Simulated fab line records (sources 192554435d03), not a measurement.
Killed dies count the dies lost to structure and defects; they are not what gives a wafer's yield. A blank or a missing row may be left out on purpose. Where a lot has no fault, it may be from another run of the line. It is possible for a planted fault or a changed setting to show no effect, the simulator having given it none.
Struck lot and sound lot, side by side | flow n5_finfet | 18 steps out of a route of 1938
Sound: these wafers, L475.3, L475.5, L475.6. Struck: wafer L480.4 (left out: L480.1, L480.5 of the same lot, which were not struck); the cause appears at the end.
At each step with rows: each side's tool, then ch and its chambers, then its first start. Under that, the readings that differ: sound wafers | struck wafers | difference of the means | sigmas: that difference in standard deviations of wafers without a fault.
alike: readings whose means differ by less than 2 such deviations, and words and numbers that are the same on both sides. not compared: withheld readings, readings that some wafer has no value for, bounds like >300 that may hide the same value, and numbers for which the record gives no deviation and whose values overlap.
Wherever a step has rows on one side only, a row that says differs or no value, or a row with sigmas, the two part there. Numbers that don't overlap but have no deviation are shown without sigmas and don't part them. A reading missing from all wafers of one side parts the sides only when that side holds two or more wafers.

N5_BEOL_M0_SAQP_INSPECT_16: inspects for defects (brightfield).
  sound on defect_inspect-01, day 6 02:17; struck on defect_inspect-02, day 6 22:14
  alike: raw_defect_count
then, 1 step without rows for these wafers: N5_BEOL_M0_SAQP_DESCUM_19 (chemistry O2, time 7.9 s).
N5_BEOL_M0_SAQP_ETCH_83: etches SiARC in CF4, target depth 39 nm, time 65 s.
  sound on rie_diel-02 ch 0,2,3, day 6 02:22; struck on rie_diel-06 ch 0, day 6 22:22
  reading               | sound          | struck | difference | sigmas
  etch_rf_on_time_s (s) | 66.1 64.8 67.9 | 61.3   | -5.0       | -2
  alike: drypump_motor_current_A, oes_product_au, rf_vpp_V, showerhead_plenum_p_Torr, throttle_valve_pct
  not compared: rf_hours_counter_h
N5_BEOL_M0_SAQP_ETCH_84: etches SOC in N2/H2, target depth 100 nm, overetch 20 nm, time 150 s.
  sound on rie_diel-02 ch 0,2,3, day 6 02:25; struck on rie_diel-06 ch 0, day 6 22:25
  alike: drypump_motor_current_A, oes_product_au, rf_vpp_V, showerhead_plenum_p_Torr, throttle_valve_pct
  not compared: rf_hours_counter_h
then, 1 step without rows for these wafers: N5_BEOL_M0_SAQP_STRIP_80 (strips in N2/H2).
N5_BEOL_M0_SAQP_HM_OPEN_112: chemistry CHF3/O2, target SiO2, stops on a-Si, target depth 12 nm, time 13.5 s.
  sound on rie_diel-02 ch 0,2,3, day 6 02:31; struck on rie_diel-06 ch 0, day 6 22:31
  alike: drypump_motor_current_A, oes_product_au, rf_vpp_V, showerhead_plenum_p_Torr, throttle_valve_pct
  not compared: rf_hours_counter_h
then, 1 step without rows for these wafers: N5_BEOL_M0_SAQP_STRIP_113 (strips in CHF3/O2).
N5_BEOL_M0_SAQP_MANDREL_ETCH_20: etches a-Si in HBr/Cl2, stops on SiNx, target depth 60 nm, bt time 10 s, time 30 s.
  sound on rie_si-02 ch 1,2,3, day 6 02:36; struck on rie_si-02 ch 3, day 6 22:36
  alike: drypump_motor_current_A, oes_product_au, throttle_valve_pct
  not compared: rf_hours_counter_h
N5_BEOL_M0_SAQP_STRIP_86: strips in N2/H2.
  sound on rie_diel-02 ch 0,3, day 6 02:41; struck on rie_diel-02 ch 2, day 6 22:42
  reading      | sound             | struck | difference | sigmas
  rf_vpp_V (V) | 123.0 120.9 121.4 | 126.8  | +5.0       | +4
  alike: drypump_motor_current_A, oes_product_au, showerhead_plenum_p_Torr, throttle_valve_pct
  not compared: rf_hours_counter_h
then, 3 steps without rows for these wafers: N5_BEOL_M0_SAQP_STRIP_115 (strips in post etch residue remover, time 60 s); N5_BEOL_M0_SAQP_SRD_93 (time 30 s); N5_BEOL_M0_SAQP_RECESS_114 (chemistry HF/NH3, target SiO2, target depth 14.4 nm, afs cycles 3, sublimation time 60 s).
N5_BEOL_M0_SAQP_SPACER1_ALD_98: deposits SiO2, target thk 12.8 nm, pulse time 1 s, purge time 2 s.
  sound on ald_sin-01 ch 1,2,3, day 6 03:22; struck on ald_sin-03 ch 0, day 6 23:15
  reading                                               | sound                | struck | difference | sigmas
  precursor_pulse_height_rel                            | 1.008 1.018 0.996    | 1.042  | +0.035     | +2
  susceptor_temp_C (C)                                  | 300.26 299.93 299.89 | 285.82 | -14.21     | -71
  model.SiO2_of_BEOL_M0_SAQP_SPACER1_ALD_98.thk_nm (nm) | 12.8 12.6 12.8       | 13.6   | +0.9       |
  alike: heater_power_w
then, 1 step without rows for these wafers: N5_BEOL_M0_SAQP_SPACER1_ETCHBACK_99 (etches SiO2 in CHF3/O2, target depth 15.4 nm, time 7.7 s).
N5_BEOL_M0_SAQP_MANDREL1_REMOVE_100: chemistry HBr/Cl2/O2, target a-Si, stops on SiNx, bt time 10 s.
  sound on rie_si-06 ch 0,1,3, day 6 03:56; struck on rie_si-06 ch 1, day 6 23:50
  reading                                               | sound          | struck | difference | sigmas
  model.SiO2_of_BEOL_M0_SAQP_SPACER1_ALD_98.thk_nm (nm) | 7.4 7.2 7.4    | 8.2    | +0.9       |
  model.BEOL_M0_SAQP.cd_nm (nm)                         | 12.8 12.6 12.8 | 13.6   | +0.9       |
  alike: drypump_motor_current_A, oes_product_au, throttle_valve_pct
  not compared: rf_hours_counter_h
N5_BEOL_M0_SAQP_CD_MEAS_25 targets a cd of 13.1 nm.
  sound on cd_sem-02 ch 0, day 6 04:03; struck on cd_sem-02 ch 0, day 6 23:56
  alike: cd_nm
-- the record jumps here: 2 days lie between the struck wafers' starts before and after (it left off in module BEOL_M0_SAQP and takes up again in module BEOL_M4, whose first step shown is number 1111 of the route) --
N5_BEOL_M4_RC_MEAS_101:
  sound on prober-01 ch 0, day 7 22:56; struck on prober-02 ch 0, day 9 00:34
  reading        | sound          | struck | difference | sigmas
  IOFF_P (nA/um) | 0.17 0.19 0.21 | 0.28   | +0.09      | +2
  alike: DIBL_N, DIBL_P, IOFF_N, ION_N, ION_P, SS_N, SS_P, VT_N, VT_P
-- the record jumps here: 4 days lie between the struck wafers' starts before and after (it left off in module BEOL_M4 and takes up again in module PASSIVATION, whose first step shown is number 1936 of the route) --
N5_PASSIVATION_PROBE_49:
  the record has rows for the struck wafers here (prober-01, day 12 22:37) and none for the sound ones

== WHERE THEY PART ==
At N5_BEOL_M0_SAQP_ETCH_83 first; at N5_PASSIVATION_PROBE_49 last (within this record only).

WHY: what had been put in by the simulator
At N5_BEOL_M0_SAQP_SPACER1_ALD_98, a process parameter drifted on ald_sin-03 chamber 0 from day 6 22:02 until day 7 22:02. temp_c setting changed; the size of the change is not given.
